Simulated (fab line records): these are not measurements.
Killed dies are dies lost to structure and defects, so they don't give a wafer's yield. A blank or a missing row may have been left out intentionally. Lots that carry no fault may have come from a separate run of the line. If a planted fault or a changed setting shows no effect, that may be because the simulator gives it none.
Split-lot experiment	flow n5-finfet	route with 1938 steps; 7 lots, 21 wafers read

## THE SPLIT
At N5_BEOL_M4_EXPOSE_08 (exposes mask M4), the setting dose-mj was moved away from the recipe's 41.25 on 7 of the 21 wafers read, by -5.2% to +3.9%. The other wafers ran this setting at the recipe's value.

## FROM THE SPLIT TO THE READING: what the file shows between them, 2 steps
- N5_BEOL_M4_PEB_09: peb time 60 s
- N5_BEOL_M4_DEVELOP_10: develop time 30 s

## THE READING
Shown in nm: cd-nm at N5_BEOL_M4_CD_MEAS_11, with target cd 16.79 nm. Fault-free wafers of this fab line usually give 16.81 nm, standard deviation 0.25 nm.

wafer	tool, chamber at the split	dose-mj as run	against the recipe	cd-nm, nm	against lot-mates on the recipe
L074.1	euv-scanner-01, 0	39.12	-5.2%	15.60	no lot-mate on the recipe
L074.3	euv-scanner-01, 0	39.12	-5.2%	15.67	no lot-mate on the recipe
L074.4	euv-scanner-01, 0	39.12	-5.2%	15.45	no lot-mate on the recipe
L079.1	euv-scanner-02, 0	39.21	-4.9%	15.91	-0.92
L079.2	euv-scanner-02, 0	41.25	recipe	17.03	-
L079.5	euv-scanner-02, 0	41.25	recipe	16.62	-
L084.3	euv-scanner-01, 0	41.25	recipe	16.72	-
L084.4	euv-scanner-01, 0	41.25	recipe	16.64	-
L084.6	euv-scanner-01, 0	41.25	recipe	16.64	-
L087.2	euv-scanner-02, 0	41.25	recipe	17.13	-
L087.4	euv-scanner-02, 0	41.25	recipe	17.06	-
L087.6	euv-scanner-02, 0	41.25	recipe	16.73	-
L091.3	euv-scanner-02, 0	41.25	recipe	16.86	-
L091.4	euv-scanner-02, 0	39.52	-4.2%	16.13	-0.84
L091.6	euv-scanner-02, 0	41.25	recipe	17.07	-
L088.2	euv-scanner-02, 0	41.25	recipe	17.26	-
L088.5	euv-scanner-02, 0	42.84	+3.9%	17.69	+0.43
L088.6	euv-scanner-02, 0	42.84	+3.9%	17.86	+0.60
L089.1	euv-scanner-01, 0	41.25	recipe	17.00	-
L089.2	euv-scanner-01, 0	41.25	recipe	16.80	-
L089.6	euv-scanner-01, 0	41.25	recipe	16.61	-

THE FIT
A straight line over all 21 wafers: cd-nm changes by +0.231 nm for each +1% of dose-mj; r = +0.95; the points scatter about the line by 0.2 nm.
The same after taking each lot's own level away (the mean of its wafers on the recipe; 18 wafers): +0.167 nm for each +1%; r = +0.92; scatter 0.15 nm.
Per that fit: largest dose-mj move, reading shift of 0.86 nm.
The span of the lots' own levels, 16.667 to 17.260 nm, comes to 2.4 times the standard deviation stated above.
So the slope is not independent of the lot-to-lot level: the two fits are not the same.
Check: for one of the wafers moved furthest among these (-4.9%), held out of the fit, the line's prediction against its lot-mates is -0.811 nm. It came out at -0.915 nm against them.

## OTHER SPLITS ON THESE WAFERS
Before the reading, these wafers also passed through other splits. Each is held against what the fit with the lots' levels taken away leaves over:
other split on the same wafers	wafers away from the commonest value	r with cd-nm (lot level and that fit taken away)
N5_BEOL_M3_HM_DEP_02 target-thk-a	6	-0.20

## FILE'S OWN FIT
cd-nm changes by +0.176 nm for each +1% of dose-mj, r = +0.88.
